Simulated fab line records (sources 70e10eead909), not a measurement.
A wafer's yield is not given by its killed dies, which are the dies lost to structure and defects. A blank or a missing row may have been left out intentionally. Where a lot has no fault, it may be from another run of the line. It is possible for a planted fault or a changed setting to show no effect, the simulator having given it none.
fab line records + flow nand-harc
record
- lots=5
- wafers=15
- last-day=24
route steps=1159 shown A_SGD_CUT@750 END@1159
lots untouched by any fault: they come from a run of this same line in which no faults occurred
start-h: hours from the record's opening day to when the first of the lot's shown wafers began + wait-h: time in hours since the lot's previous step + " same as the row above + L1.1+2: a row that stands for several wafers + - no value, or no start was given + * or withheld: withheld + < > ~ a bound
route shown NAME@n: a module of which the file shows steps, and the number in the route of the first + usual: mean/standard deviation taken from wafers without a fault + same: alike in all rows + chamber/n: place in a boat + sites: the reading at each site + _std_site: the standard deviation of these + _edge_site: outer sites' mean less inner sites' + radius-mm: for every site, how far away it sits from the centre of the wafer + mask NAME#n: copy n + behind: the most recent tool/chamber to have shaped the wafer + hold: what put the lot on hold/how long, in hours/how the hold closed + device: which transistor (n, p or np) failed to switch + end of line: at the end of the route, the tests of the same wafers + a step given without rows: its recipe and nothing more + killed: dies lost to structure and defects at the first sort, not the wafer's yield + map: dies across one wafer; x = killed, . = not, _ = none there
set.NAME: the setting the step ran with; set.NAME@STEP: the setting that earlier step ran with + model.NAME: the simulator's own value behind a step, which no gauge read
lots at some steps of the route; a table a step, a row a wafer
services: a tool's chamber out of use, with start hour (start-h, from the record's first day; less than 0 if before it), hours out, and reason
## steps
# step NHARC_A_SGD_CUT_COAT_56
# recipe
- temp-c=260
- time-s=75
# step NHARC_A_SGD_CUT_COAT_57
# recipe
- temp-c=225
- time-s=65
# step NHARC_A_SGD_CUT_COAT_03
# recipe
- spin-rpm=1500
- resist-thk-nm=90
# step NHARC_A_SGD_CUT_SOFTBAKE_04
# recipe
- temp-c=105
- time-s=55
# step NHARC_A_SGD_CUT_EBR_05
# step NHARC_A_SGD_CUT_EXPOSE_06
# recipe
- na=1.35
- dose-mj=85.59
- mask-id=SGD
# step NHARC_A_SGD_CUT_PEB_07
# recipe
- peb-temp-c=100
- peb-time-s=65
# step NHARC_A_SGD_CUT_DEVELOP_08
# recipe
- develop-time-s=35
- dev-temp-c=23
# step NHARC_A_SGD_CUT_CD_MEAS_09
# recipe
- target-cd-nm=100
- landing-energy-ev=500
# usual
- cd-nm=100.0/0.37
| lot.wafer | tool      | chamber | start-h | wait-h | cd-nm |
|-----------|-----------|---------|---------|--------|-------|
| L232.2    | cd-sem-02 | 0       | 324.72  | -      | 99.4  |
| L232.4    | "         | 0       | "       | "      | 99.5  |
| L232.6    | "         | 0       | "       | "      | 99.7  |
| L237.2    | cd-sem-03 | 0       | 359.81  | -      | 99.5  |
| L237.3    | "         | 0       | "       | "      | 100.0 |
| L237.6    | "         | 0       | "       | "      | 99.8  |
| L250.1    | cd-sem-01 | 0       | 417.19  | -      | 99.4  |
| L250.3    | "         | 0       | "       | "      | 99.6  |
| L250.5    | "         | 0       | "       | "      | 100.1 |
| L247.1    | cd-sem-01 | 0       | 418.50  | -      | 99.8  |
| L247.4    | "         | 0       | "       | "      | 100.3 |
| L247.5    | "         | 0       | "       | "      | 100.3 |
| L246.1    | cd-sem-01 | 0       | 418.82  | -      | 99.6  |
| L246.3    | "         | 0       | "       | "      | 99.6  |
| L246.5    | "         | 0       | "       | "      | 99.8  |
# step NHARC_A_SGD_CUT_OVL_MEAS_10
# usual
- overlay-x-nm=-0.2/0.91
- overlay-y-nm=0.1/0.87
| lot.wafer | tool       | chamber | start-h | wait-h | overlay-x-nm | overlay-y-nm |
|-----------|------------|---------|---------|--------|--------------|--------------|
| L232.2    | overlay-02 | -       | 324.80  | -      | 0.3          | -0.6         |
| L232.4    | "          | -       | "       | "      | 0.3          | -0.6         |
| L232.6    | "          | -       | "       | "      | 0.2          | -1.0         |
| L237.2    | overlay-02 | -       | 359.90  | -      | -1.2         | 2.2          |
| L237.3    | "          | -       | "       | "      | -1.1         | 1.6          |
| L237.6    | "          | -       | "       | "      | -1.3         | 1.8          |
| L250.1    | overlay-01 | -       | 417.29  | -      | 0.7          | -0.6         |
| L250.3    | "          | -       | "       | "      | 1.1          | -0.7         |
| L250.5    | "          | -       | "       | "      | -0.2         | -0.4         |
| L247.1    | overlay-02 | -       | 418.59  | -      | 0.4          | 1.9          |
| L247.4    | "          | -       | "       | "      | 0.2          | 0.9          |
| L247.5    | "          | -       | "       | "      | 0.7          | 1.3          |
| L246.1    | overlay-02 | -       | 418.93  | -      | 0.3          | -1.6         |
| L246.3    | "          | -       | "       | "      | 0.3          | -0.9         |
| L246.5    | "          | -       | "       | "      | 0.0          | -0.6         |
# step NHARC_A_SGD_CUT_INSPECT_11
# usual
- raw-defect-count=18/8.7
| lot.wafer | tool              | chamber | start-h | wait-h | raw-defect-count |
|-----------|-------------------|---------|---------|--------|------------------|
| L232.2    | defect-inspect-02 | -       | 324.84  | 0.0    | 3                |
| L232.4    | "                 | -       | "       | "      | 10               |
| L232.6    | "                 | -       | "       | "      | 5                |
| L237.2    | defect-inspect-01 | -       | 359.94  | 0.0    | 13               |
| L237.3    | "                 | -       | "       | "      | 13               |
| L237.6    | "                 | -       | "       | "      | 10               |
| L250.1    | defect-inspect-02 | -       | 417.33  | 0.0    | 13               |
| L250.3    | "                 | -       | "       | "      | 15               |
| L250.5    | "                 | -       | "       | "      | 14               |
| L247.1    | defect-inspect-02 | -       | 418.63  | 0.0    | 33               |
| L247.4    | "                 | -       | "       | "      | 36               |
| L247.5    | "                 | -       | "       | "      | 34               |
| L246.1    | defect-inspect-01 | -       | 418.96  | 0.0    | 13               |
| L246.3    | "                 | -       | "       | "      | 20               |
| L246.5    | "                 | -       | "       | "      | 12               |
# step NHARC_A_SGD_CUT_DESCUM_14
# recipe
- time-s=3
- o2-flow-sccm=200
- ar-flow-sccm=0
- bias-power-w=0
- chemistry=O2
# usual
- drypump-motor-current-A=5.5/0.47
- oes-product-au=1.002/0.0079
- rf-vpp-V=57.7/0.95
- showerhead-plenum-p-Torr=1.89/0.078
- throttle-valve-pct=11.309/0.0088
# same
- bias-power-w=0
- time-s=3
| lot.wafer | tool        | chamber | start-h | wait-h | drypump-motor-current-A | oes-product-au | rf-hours-counter-h | rf-vpp-V | showerhead-plenum-p-Torr | throttle-valve-pct |
|-----------|-------------|---------|---------|--------|-------------------------|----------------|--------------------|----------|--------------------------|--------------------|
| L232.4    | rie-diel-10 | 2       | 324.90  | 0.1    | 6.4                     | 1.017          | 11                 | 58.7     | 1.98                     | 11.313             |
| L232.2    | "           | 1       | "       | "      | 5.6                     | 1.002          | 8                  | 57.7     | 1.83                     | 11.309             |
| L232.6    | "           | 2       | "       | "      | 6.4                     | 1.010          | -                  | 57.6     | 1.98                     | 11.308             |
| L237.2    | rie-diel-02 | 0       | 360.00  | 0.1    | 5.2                     | 1.007          | 2                  | 57.6     | 1.84                     | 11.305             |
| L237.3    | "           | 1       | "       | "      | 5.8                     | 1.000          | 3                  | 57.1     | 1.87                     | 11.316             |
| L237.6    | "           | 0       | "       | "      | 5.2                     | 1.007          | -                  | 59.0     | 1.84                     | 11.319             |
| L250.1    | rie-diel-10 | 3       | 417.39  | 0.1    | 5.0                     | 1.011          | 3                  | 56.8     | 1.91                     | 11.301             |
| L250.3    | "           | 2       | "       | "      | 6.4                     | 0.993          | 3                  | 59.0     | 1.98                     | 11.312             |
| L250.5    | "           | 3       | "       | "      | 5.0                     | 1.010          | -                  | 58.8     | 1.91                     | 11.300             |
| L247.1    | rie-diel-02 | 0       | 418.69  | 0.1    | 5.2                     | 1.000          | 10                 | 57.3     | 1.84                     | 11.301             |
| L247.5    | "           | 0       | "       | "      | 5.2                     | 0.988          | -                  | 58.2     | 1.84                     | 11.300             |
| L247.4    | "           | 3       | "       | "      | 5.9                     | 0.995          | -                  | 57.3     | 1.85                     | 11.298             |
| L246.1    | rie-diel-09 | 3       | 419.04  | 0.1    | 6.2                     | 1.001          | 12                 | 60.1     | 2.06                     | 11.309             |
| L246.3    | "           | 1       | "       | "      | 5.1                     | 0.995          | 13                 | 60.5     | 1.99                     | 11.304             |
| L246.5    | "           | 2       | "       | "      | 5.8                     | 0.987          | -                  | 57.0     | 1.90                     | 11.319             |
# step NHARC_A_SGD_CUT_ETCH_58
# recipe
- target-depth-a=390
- over-etch-frac=0.3
- time-s=65
- ion-energy-ev=80
- cf4-flow-sccm=150
- ar-flow-sccm=0
- rf-w=300
- bias-w=100
- chemistry=CF4
# usual
- cf4-flow-sccm=150.0/0.44
- drypump-motor-current-A=5.5/0.45
- oes-product-au=1.001/0.0078
- rf-vpp-V=151.0/1.2
- run-length-s=86.3/0.49
- showerhead-plenum-p-Torr=1.75/0.068
- throttle-valve-pct=13.284/0.0095
# same
- over-etch-frac=0.3
| lot.wafer | tool        | chamber | start-h | wait-h | cf4-flow-sccm | drypump-motor-current-A | oes-product-au | rf-hours-counter-h | rf-vpp-V | run-length-s | showerhead-plenum-p-Torr | throttle-valve-pct |
|-----------|-------------|---------|---------|--------|---------------|-------------------------|----------------|--------------------|----------|--------------|--------------------------|--------------------|
| L232.4    | rie-diel-10 | 0       | 324.99  | 0.1    | 149.7         | 4.9                     | 1.012          | 11                 | 151.9    | 86.6         | 1.85                     | 13.292             |
| L232.2    | "           | 1       | "       | "      | 150.2         | 5.6                     | 1.001          | 8                  | 152.2    | 85.6         | 1.70                     | 13.281             |
| L232.6    | "           | 0       | "       | "      | 151.0         | 5.0                     | 1.006          | -                  | 151.6    | 86.6         | 1.85                     | 13.294             |
| L237.3    | rie-diel-02 | 0       | 360.09  | 0.1    | 150.4         | 5.2                     | 1.000          | 2                  | 150.1    | 68.4         | 1.71                     | 13.270             |
| L237.2    | "           | 2       | "       | "      | 150.2         | 5.3                     | 0.995          | 2                  | 149.0    | 86.9         | 1.65                     | 13.268             |
| L237.6    | "           | 3       | "       | "      | 149.4         | 5.9                     | 1.011          | -                  | 150.1    | 86.7         | 1.72                     | 13.289             |
| L250.1    | rie-diel-10 | 3       | 417.47  | 0.1    | 150.6         | 4.9                     | 1.011          | 3                  | 151.0    | 86.0         | 1.76                     | 13.253             |
| L250.3    | "           | 1       | "       | "      | 150.3         | 5.6                     | 1.000          | 3                  | 150.8    | 85.8         | 1.70                     | 13.284             |
| L250.5    | "           | 0       | "       | "      | 149.7         | 4.9                     | 1.001          | -                  | 152.6    | 86.5         | 1.85                     | 13.298             |
| L247.1    | rie-diel-02 | 3       | 418.79  | 0.1    | 149.8         | 6.0                     | 1.011          | 9                  | 150.3    | 86.6         | 1.72                     | 13.276             |
| L247.4    | "           | 3       | "       | "      | 149.6         | 6.0                     | 1.014          | -                  | 151.0    | 86.7         | 1.72                     | 13.307             |
| L247.5    | "           | 2       | "       | "      | 150.3         | 5.3                     | 1.000          | -                  | 149.7    | 86.5         | 1.65                     | 13.277             |
| L246.1    | rie-diel-09 | 1       | 419.12  | 0.1    | 149.7         | 5.0                     | 0.996          | 13                 | 151.9    | 87.4         | 1.84                     | 13.277             |
| L246.3    | "           | 3       | "       | "      | 150.2         | 6.2                     | 0.992          | 12                 | 153.1    | 86.0         | 1.89                     | 13.278             |
| L246.5    | "           | 0       | "       | "      | 149.7         | 5.7                     | 1.005          | -                  | 150.1    | 86.3         | 1.68                     | 13.290             |
# step NHARC_A_SGD_CUT_ETCH_59
# recipe
- target-depth-a=2600
- over-etch-frac=0.25
- time-s=406.25
- ion-energy-ev=200
- n2-flow-sccm=150
- h2-flow-sccm=150
- ar-flow-sccm=0
- rf-w=400
- bias-w=150
- chemistry=N2/H2
# usual
- drypump-motor-current-A=5.5/0.45
- oes-product-au=1.002/0.0065
- rf-vpp-V=429.7/2.5
- run-length-s=427.5/0.47
- showerhead-plenum-p-Torr=2.01/0.086
- throttle-valve-pct=14.172/0.009
# same
- over-etch-frac=0.25
- time-s=406.25
| lot.wafer | tool        | chamber | start-h | wait-h | drypump-motor-current-A | oes-product-au | rf-hours-counter-h | rf-vpp-V | run-length-s | showerhead-plenum-p-Torr | throttle-valve-pct |
|-----------|-------------|---------|---------|--------|-------------------------|----------------|--------------------|----------|--------------|--------------------------|--------------------|
| L232.4    | rie-diel-10 | 2       | -       | -      | 6.4                     | 1.004          | 11                 | 430.7    | 427.0        | 2.11                     | 14.176             |
| L232.2    | "           | 3       | "       | "      | 4.9                     | 1.009          | 6                  | 430.0    | 427.4        | 2.04                     | 14.176             |
| L232.6    | "           | 3       | "       | "      | 5.0                     | 1.014          | -                  | 429.8    | 427.8        | 2.04                     | 14.165             |
| L237.3    | rie-diel-02 | 3       | -       | -      | 5.9                     | 1.000          | 2                  | 428.0    | 428.1        | 1.98                     | 14.167             |
| L237.2    | "           | 0       | "       | "      | 5.2                     | 1.001          | 2                  | 428.0    | 427.1        | 1.96                     | 14.165             |
| L237.6    | "           | 3       | "       | "      | 5.9                     | 1.002          | -                  | 428.5    | 427.7        | 1.98                     | 14.178             |
| L250.1    | rie-diel-10 | 1       | -       | -      | 5.6                     | 1.007          | 3                  | 428.1    | 427.4        | 1.95                     | 14.162             |
| L250.3    | "           | 3       | "       | "      | 4.9                     | 1.015          | 3                  | 430.1    | 427.3        | 2.03                     | 14.162             |
| L250.5    | "           | 1       | "       | "      | 5.6                     | 1.010          | -                  | 428.2    | 427.1        | 1.95                     | 14.156             |
| L247.1    | rie-diel-02 | 2       | -       | -      | 5.3                     | 1.010          | 9                  | 425.2    | 427.7        | 1.89                     | 14.179             |
| L247.5    | "           | 3       | "       | "      | 5.9                     | 1.014          | -                  | 427.5    | 427.8        | 1.97                     | 14.162             |
| L247.4    | "           | 2       | "       | "      | 5.3                     | 1.001          | -                  | 426.2    | 428.2        | 1.89                     | 14.177             |
| L246.3    | rie-diel-09 | 3       | -       | -      | 6.3                     | 0.997          | 13                 | 434.6    | 427.9        | 2.20                     | 14.178             |
| L246.1    | "           | 2       | "       | "      | 5.7                     | 0.995          | 14                 | 430.3    | 428.2        | 2.03                     | 14.176             |
| L246.5    | "           | 0       | "       | "      | 5.7                     | 1.000          | -                  | 427.3    | 427.4        | 1.93                     | 14.166             |
# step NHARC_END_SORT_01
# recipe
- temp-c=25
# usual
- killed-at-array=25/9.8
- killed-at-other=0.8/1.1
- killed-at-periphery=3.3/2.1
- killed-dies=29/10
- killed-open=3.3/1.8
- killed-short=1.9/1.4
# same
- gross-dies=677
| lot.wafer | tool      | chamber | start-h | wait-h | killed-at-array | killed-at-other | killed-at-periphery | killed-dies | killed-open | killed-short |
|-----------|-----------|---------|---------|--------|-----------------|-----------------|---------------------|-------------|-------------|--------------|
| L232.2    | prober-02 | 0       | 481.10  | 2.8    | 6               | 1               | 6                   | 13          | 2           | 1            |
| L232.4    | prober-02 | 0       | 482.72  | 3.4    | 9               | 0               | 5                   | 14          | 2           | 2            |
| L232.6    | prober-02 | 0       | 484.35  | 4.1    | 15              | 1               | 0                   | 16          | 2           | 1            |
| L237.2    | prober-01 | 0       | 502.91  | 2.8    | 19              | 0               | 6                   | 25          | 2           | 4            |
| L237.3    | prober-01 | 0       | 503.70  | 3.1    | 156             | 0               | 7                   | 163         | 1           | 2            |
| L237.6    | prober-01 | 0       | 506.08  | 4.0    | 14              | 0               | 6                   | 20          | 4           | 0            |
# killed by level:class
L232.2 P_ZERO_WELL:chamber-film-flake=4 P_M1:geometric-particle:open=1 A_CHANNEL_FILL_D1:geometric-particle:short=1 A_M0:geometric-particle:open=1 P_GATE:chamber-film-flake=1 A_CHANNEL_HOLE_D1:chamber-film-flake=1 A_WL_FILL:chamber-film-flake=1 A_CONTACT:chamber-film-flake=1
L232.4 A_STAIRCASE:chamber-film-flake=3 A_CONTACT:chamber-film-flake=3 P_M0:geometric-particle:open=2 P_ZERO_WELL:chamber-film-flake=2 A_CHANNEL_HOLE_D1:chamber-film-flake=2 P_M1:geometric-particle:short=1 A_SGD_CUT:geometric-particle:short=1
L232.6 A_SLIT:chamber-film-flake=4 A_CONTACT:chamber-film-flake=3 A_BONDPAD:chamber-film-flake=3 A_SOURCE_PLATE:geometric-particle:short=1 A_CONTACT:geometric-particle:open=1 A_BLC:geometric-particle:open=1 A_CHANNEL_HOLE_D1:chamber-film-flake=1 A_STAIRCASE:chamber-film-flake=1
L237.2 A_STAIRCASE:chamber-film-flake=4 A_CHANNEL_HOLE_D1:chamber-film-flake=3 A_CONTACT:chamber-film-flake=3 P_GATE:chamber-film-flake=2 P_CONTACT:chamber-film-flake=2 A_CHANNEL_FILL_D1:chamber-film-flake=2 P_M0:geometric-particle:open=1 A_SOURCE_PLATE:geometric-particle:short=1
L237.3 A_SGD_CUT:area-etch=134 A_CONTACT:chamber-film-flake=9 P_CONTACT:chamber-film-flake=6 A_CHANNEL_HOLE_D1:chamber-film-flake=4 A_STAIRCASE:chamber-film-flake=3 A_CHANNEL_FILL_D1:chamber-film-flake=2 A_CHANNEL_FILL_D1:geometric-particle:short=1 A_CONTACT:geometric-particle:short=1
L237.6 P_CONTACT:chamber-film-flake=3 A_STAIRCASE:chamber-film-flake=3 A_CHANNEL_FILL_D1:geometric-particle:open=2 A_CONTACT:geometric-particle:open=2 P_GATE:chamber-film-flake=2 A_CHANNEL_HOLE_D1:chamber-film-flake=2 A_CHANNEL_FILL_D1:chamber-film-flake=2 A_CONTACT:chamber-film-flake=2
# map L237.3 (x killed, . not)
____________x____________
_________...x..._________
_______.xxx.x..xx._______
______.x.x...x..xx.______
_____.x.x.....xx...x_____
____...xx.xx......xx.____
____...x.........x..x____
___.x...x..........x.x___
___....x.......x...xx.___
__x.xx....x.x..x......x__
__......xx.........x...__
_.x...........xx..xx..x._
_xx..........x...x..xx.x_
_x....xx............x..._
_x.x.............x......_
_.....x..........x......_
xx...............xx.x..xx
...x..x.x.............x..
.......x.............x.xx
.x................x.x..xx
x...................x..xx
_xx...................xx_
_xx.........x.....x..xxx_
_x.x.........x........xx_
_.....x....x......x....._
_...xxx...............x._
__xx.x...............xx__
__..x................xx__
___x....xx...x..x....x___
___...x...x...x.x..xxx___
____...x.x...........____
____.x.x.x......x..xx____
_____..x.x.......xx._____
______...xxx...x..x______
_______x.xxx.x...x_______
_________x.x..xx_________
____________x____________
# map L247.5 (x killed, . not)
____________.____________
_________......._________
_______xx.x......._______
______xx.x.........______
_____.xx............_____
____xx.x.x...........____
____...x........x....____
___.x........xxx.x.x..___
___...x.......x.x..x..___
__............xxx......__
__...........xx.x......__
_.............xxxxx....._
_...........x..........._
_......................._
_......................._
_......................._
.........................
...........x.............
........x................
....x....................
......................x..
_......................._
_......x.............x.x_
_......................._
_......................._
_......................._
__..........x......x...__
__.....................__
___.................x.___
___...................___
____.................____
____.....x...........____
_____........x......_____
______.............______
_______..........._______
_________......._________
____________.____________
## services
| tool        | chamber | start-h | hours | kind       |
|-------------|---------|---------|-------|------------|
| rie-diel-02 | 0       | 306.86  | -     | clean      |
| rie-diel-02 | 1       | 306.86  | -     | clean      |
| rie-diel-02 | 2       | 306.86  | -     | clean      |
| rie-diel-02 | 3       | 306.86  | -     | clean      |
| rie-diel-10 | 0       | 308.28  | -     | clean      |
| rie-diel-10 | 1       | 308.28  | -     | clean      |
| rie-diel-10 | 2       | 308.28  | -     | clean      |
| rie-diel-10 | 3       | 308.28  | -     | clean      |
| rie-diel-02 | -       | 327.86  | 9.0   | pm         |
| rie-diel-02 | 0       | 327.86  | 9.0   | vent-cycle |
| rie-diel-02 | 1       | 327.86  | 9.0   | vent-cycle |
| rie-diel-02 | 2       | 327.86  | 9.0   | vent-cycle |
| rie-diel-02 | 3       | 327.86  | 9.0   | vent-cycle |
| rie-diel-10 | 0       | 332.78  | -     | clean      |
| rie-diel-10 | 1       | 332.78  | -     | clean      |
| rie-diel-10 | 2       | 332.78  | -     | clean      |
| rie-diel-10 | 3       | 332.78  | -     | clean      |
| rie-diel-02 | 0       | 336.86  | -     | clean      |
| rie-diel-02 | 1       | 336.86  | -     | clean      |
| rie-diel-02 | 2       | 336.86  | -     | clean      |
| rie-diel-02 | 3       | 336.86  | -     | clean      |
| rie-diel-10 | -       | 353.53  | 9.0   | pm         |
| rie-diel-10 | 0       | 353.53  | 11.8  | vent-cycle |
| rie-diel-02 | 1       | 416.22  | 11.6  | repair     |
## key
first-sign
- step=NHARC_A_SGD_CUT_ETCH_58
- reading=run-length-s
- direction=down
- sigmas=36
- usual=*
- struck=*
effect
- step=NHARC_END_SORT_01
- reading=killed-at-array
- direction=up
- sigmas=13
- usual=25
- struck=156
more-kills-born-at
- NHARC_A_SGD_CUT_ETCH_58@rie-diel-02=134
met-at NHARC_A_SGD_CUT_ETCH_58
struck-wafers L237.3
tester-left-out L237
fault
- kind=process-parameter-drift
- tool=rie-diel-02
- chamber=0
- onset-h=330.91
- steps=NHARC_A_SGD_CUT_ETCH_58
- channel=time-s
- offset=*
- shape=step
- end-h=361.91
- acts-in=*
- stated=*
# tester-left-out: of these lots the tester's yield and bins aren't shown, on N5 and GAA mostly nor the transistor test; their killed dies are dies lost to structure and defects alone, not to doping, threshold or leakage, so they don't give the yield
